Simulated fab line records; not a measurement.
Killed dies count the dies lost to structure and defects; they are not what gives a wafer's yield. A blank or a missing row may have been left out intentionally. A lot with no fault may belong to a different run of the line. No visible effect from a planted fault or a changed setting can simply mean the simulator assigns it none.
The tool behind it: which one? | flow n5-finfet | route of 1938 steps, sampled at 1 step: 12 lots, 36 wafers

WHAT EACH GAUGE READ, for each wafer
N5_BEOL_M14_CD_MEAS_10 targets a cd of 250 nm.
lot  | measured     | on        | cd-nm (nm)
L075 | day 11 10:47 | cd-sem-03 | 248.8 251.6 253.3
L080 | day 12 15:31 | cd-sem-02 | 252.0 252.0 250.0
L078 | day 12 20:20 | cd-sem-01 | 250.3 249.5 252.2
L083 | day 12 22:46 | cd-sem-02 | 249.1 250.0 252.6
L081 | day 13 11:48 | cd-sem-01 | 249.4 248.5 252.2
L085 | day 14 09:52 | cd-sem-03 | 251.1 250.0 248.5
L088 | day 14 23:38 | cd-sem-01 | 253.1 249.2 252.0
L089 | day 15 14:13 | cd-sem-01 | 250.2 251.5 253.6
L090 | day 16 02:17 | cd-sem-03 | 251.7 253.0 250.3
L093 | day 16 09:32 | cd-sem-01 | 248.1 252.0 252.9
L094 | day 16 23:42 | cd-sem-01 | 250.6 253.7 250.2
L097 | day 17 12:31 | cd-sem-02 | 249.2 250.1 254.3

EACH LOT AND THE TOOL THAT RAN IT (in order: tool; ch and the chambers of the sampled wafers; start)
There is no process step in the record ahead of these readings.

THE ANSWER, worked out from the rows above alone
Rule: the usual values come from the lots themselves. The widest of any qualifying gaps counts: lots, ordered by their means at a reading, are off when they make up no more than a third of the lots, leave a main group of 4 or more, and stand apart from it by 3 or more times the standard deviation of that group's means. The tables above print the reading to a certain number of digits; a main group whose means all agree to those digits is not used. Also off: a lot with no number at a reading for which 4 or more lots have one. The other lots that the step has rows for count as sound.
No lot is off at any reading shown: from this, nothing can be told.

WHAT THE SIMULATOR HAD INSERTED
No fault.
